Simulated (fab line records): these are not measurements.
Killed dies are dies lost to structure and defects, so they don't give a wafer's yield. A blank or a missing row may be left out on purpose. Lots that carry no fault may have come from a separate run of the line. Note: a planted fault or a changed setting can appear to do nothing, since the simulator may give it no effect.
Split-lot trial / flow n5-finfet / route with 1938 steps; 7 lots, 21 wafers read

== ABOUT THE SPLIT ==
At N5_BEOL_M4_COAT_68 (time 60 s, resist thk 12 nm), the setting spin-rpm was moved away from the recipe's 1500 rpm on 8 of the 21 wafers read, by -11.1% to +9.0%. All remaining wafers had this setting at the recipe value.

== FROM THE SPLIT TO THE READING: what the file shows between them, 6 steps ==
- N5_BEOL_M4_COAT_76: time 60 s, resist thk 5 nm
- N5_BEOL_M4_COAT_22: resist thk 30 nm
- N5_BEOL_M4_DESCUM_33: chemistry O2, time 7 s
- N5_BEOL_M4_ETCH_77: etches underlayer in N2/H2, target depth 6.5 nm, time 5.2 s
- N5_BEOL_M4_ETCH_69: etches SiARC in CF4, target depth 15.6 nm, time 26 s
- N5_BEOL_M4_ALD_98: deposits SiO2, target thk 2.5 nm, pulse time 1 s, co reactant pulse time 1 s

== THE READING ==
CAR-EUV_of_BEOL_M4_COAT_22.thk-nm (the simulator's own value, which no gauge read), in nm, at N5_BEOL_M4_ETCHBACK_99 (etches SiO2 in CHF3, target depth 5 nm, time 10.4 s). The file does not state a usual value for it. Across the 13 wafers here that went through the recipe, the average is 10.4 nm and the standard deviation 0.11 nm.

wafer=L079.2; tool, chamber at the split=litho-track-03, 0; spin-rpm as run, rpm=1500; against the recipe=recipe; CAR-EUV_of_BEOL_M4_COAT_22.thk-nm, nm=10.4; against lot-mates on the recipe=-
wafer=L079.4; tool, chamber at the split=litho-track-03, 0; spin-rpm as run, rpm=1500; against the recipe=recipe; CAR-EUV_of_BEOL_M4_COAT_22.thk-nm, nm=10.4; against lot-mates on the recipe=-
wafer=L079.5; tool, chamber at the split=litho-track-03, 0; spin-rpm as run, rpm=1500; against the recipe=recipe; CAR-EUV_of_BEOL_M4_COAT_22.thk-nm, nm=10.6; against lot-mates on the recipe=-
wafer=L081.3; tool, chamber at the split=litho-track-04, 0; spin-rpm as run, rpm=1500; against the recipe=recipe; CAR-EUV_of_BEOL_M4_COAT_22.thk-nm, nm=10.4; against lot-mates on the recipe=-
wafer=L081.4; tool, chamber at the split=litho-track-04, 0; spin-rpm as run, rpm=1618; against the recipe=+7.9%; CAR-EUV_of_BEOL_M4_COAT_22.thk-nm, nm=10.6; against lot-mates on the recipe=+0.2
wafer=L081.5; tool, chamber at the split=litho-track-04, 0; spin-rpm as run, rpm=1618; against the recipe=+7.9%; CAR-EUV_of_BEOL_M4_COAT_22.thk-nm, nm=10.8; against lot-mates on the recipe=+0.4
wafer=L083.1; tool, chamber at the split=litho-track-04, 0; spin-rpm as run, rpm=1500; against the recipe=recipe; CAR-EUV_of_BEOL_M4_COAT_22.thk-nm, nm=10.4; against lot-mates on the recipe=-
wafer=L083.3; tool, chamber at the split=litho-track-04, 0; spin-rpm as run, rpm=1500; against the recipe=recipe; CAR-EUV_of_BEOL_M4_COAT_22.thk-nm, nm=10.4; against lot-mates on the recipe=-
wafer=L083.5; tool, chamber at the split=litho-track-04, 0; spin-rpm as run, rpm=1635; against the recipe=+9.0%; CAR-EUV_of_BEOL_M4_COAT_22.thk-nm, nm=10.8; against lot-mates on the recipe=+0.4
wafer=L082.1; tool, chamber at the split=litho-track-01, 0; spin-rpm as run, rpm=1334; against the recipe=-11.1%; CAR-EUV_of_BEOL_M4_COAT_22.thk-nm, nm=9.8; against lot-mates on the recipe=-0.8
wafer=L082.4; tool, chamber at the split=litho-track-01, 0; spin-rpm as run, rpm=1334; against the recipe=-11.1%; CAR-EUV_of_BEOL_M4_COAT_22.thk-nm, nm=10; against lot-mates on the recipe=-0.6
wafer=L082.5; tool, chamber at the split=litho-track-01, 0; spin-rpm as run, rpm=1500; against the recipe=recipe; CAR-EUV_of_BEOL_M4_COAT_22.thk-nm, nm=10.6; against lot-mates on the recipe=-
wafer=L088.2; tool, chamber at the split=litho-track-03, 0; spin-rpm as run, rpm=1420; against the recipe=-5.3%; CAR-EUV_of_BEOL_M4_COAT_22.thk-nm, nm=10.2; against lot-mates on the recipe=-0.3
wafer=L088.3; tool, chamber at the split=litho-track-03, 0; spin-rpm as run, rpm=1500; against the recipe=recipe; CAR-EUV_of_BEOL_M4_COAT_22.thk-nm, nm=10.6; against lot-mates on the recipe=-
wafer=L088.6; tool, chamber at the split=litho-track-03, 0; spin-rpm as run, rpm=1500; against the recipe=recipe; CAR-EUV_of_BEOL_M4_COAT_22.thk-nm, nm=10.4; against lot-mates on the recipe=-
wafer=L089.4; tool, chamber at the split=litho-track-04, 0; spin-rpm as run, rpm=1500; against the recipe=recipe; CAR-EUV_of_BEOL_M4_COAT_22.thk-nm, nm=10.2; against lot-mates on the recipe=-
wafer=L089.5; tool, chamber at the split=litho-track-04, 0; spin-rpm as run, rpm=1500; against the recipe=recipe; CAR-EUV_of_BEOL_M4_COAT_22.thk-nm, nm=10.4; against lot-mates on the recipe=-
wafer=L089.6; tool, chamber at the split=litho-track-04, 0; spin-rpm as run, rpm=1500; against the recipe=recipe; CAR-EUV_of_BEOL_M4_COAT_22.thk-nm, nm=10.4; against lot-mates on the recipe=-
wafer=L091.3; tool, chamber at the split=litho-track-04, 0; spin-rpm as run, rpm=1398; against the recipe=-6.8%; CAR-EUV_of_BEOL_M4_COAT_22.thk-nm, nm=10.2; against lot-mates on the recipe=-0.2
wafer=L091.4; tool, chamber at the split=litho-track-04, 0; spin-rpm as run, rpm=1500; against the recipe=recipe; CAR-EUV_of_BEOL_M4_COAT_22.thk-nm, nm=10.4; against lot-mates on the recipe=-
wafer=L091.6; tool, chamber at the split=litho-track-04, 0; spin-rpm as run, rpm=1398; against the recipe=-6.8%; CAR-EUV_of_BEOL_M4_COAT_22.thk-nm, nm=10.4; against lot-mates on the recipe=+0.0

THE FIT
A straight line over all 21 wafers: CAR-EUV_of_BEOL_M4_COAT_22.thk-nm changes by +0.0391 nm for each +1% of spin-rpm; r = +0.87; the points scatter about the line by 0.12 nm.
The same after taking each lot's own level away (the mean of its wafers on the recipe; 21 wafers): +0.0467 nm for each +1%; r = +0.89; scatter 0.13 nm.
The reading moves by 0.52 nm for the largest change in spin-rpm, on that fit.
Across the lots, their own levels run from 10.33 to 10.60 nm, a range of 2.5 times the standard deviation given above.
In other words, the slope is changed by the lot-to-lot level; the two fits disagree.
Check: with one of the wafers moved furthest among these (-11.1%) left out of the fit, the line predicts -0.438 nm for it against its lot-mates. Against them it came out at -0.8 nm.

== THE WHOLE CHAIN: every reading that the file lists as answering this split, in the file's order ==
step=N5_BEOL_M4_COAT_68; what it does=time 60 s, resist thk 12 nm; reading=SiARC_of_BEOL_M4_COAT_68.thk-nm (the simulator's own value, which no gauge read); change (the file's fit)=-0.0622 nm for each +1% of the setting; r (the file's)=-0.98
step=N5_BEOL_M4_ETCH_69; what it does=etches SiARC in CF4, target depth 15.6 nm, time 26 s; reading=etch.depth-nm (the simulator's own value, which no gauge read); change (the file's fit)=-0.0624 nm for each +1% of the setting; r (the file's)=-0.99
step=N5_BEOL_M4_ETCH_69; what it does=etches SiARC in CF4, target depth 15.6 nm, time 26 s; reading=CAR-EUV_of_BEOL_M4_COAT_22.thk-nm (the simulator's own value, which no gauge read); change (the file's fit)=+0.0563 nm for each +1% of the setting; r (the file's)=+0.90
step=N5_BEOL_M4_ETCHBACK_99; what it does=etches SiO2 in CHF3, target depth 5 nm, time 10.4 s; reading=CAR-EUV_of_BEOL_M4_COAT_22.thk-nm (the simulator's own value, which no gauge read); change (the file's fit)=+0.047 nm for each +1% of the setting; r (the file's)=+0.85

== THE FILE'S OWN FIT ==
CAR-EUV_of_BEOL_M4_COAT_22.thk-nm changes by +0.047 nm for each +1% of spin-rpm, r = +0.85.
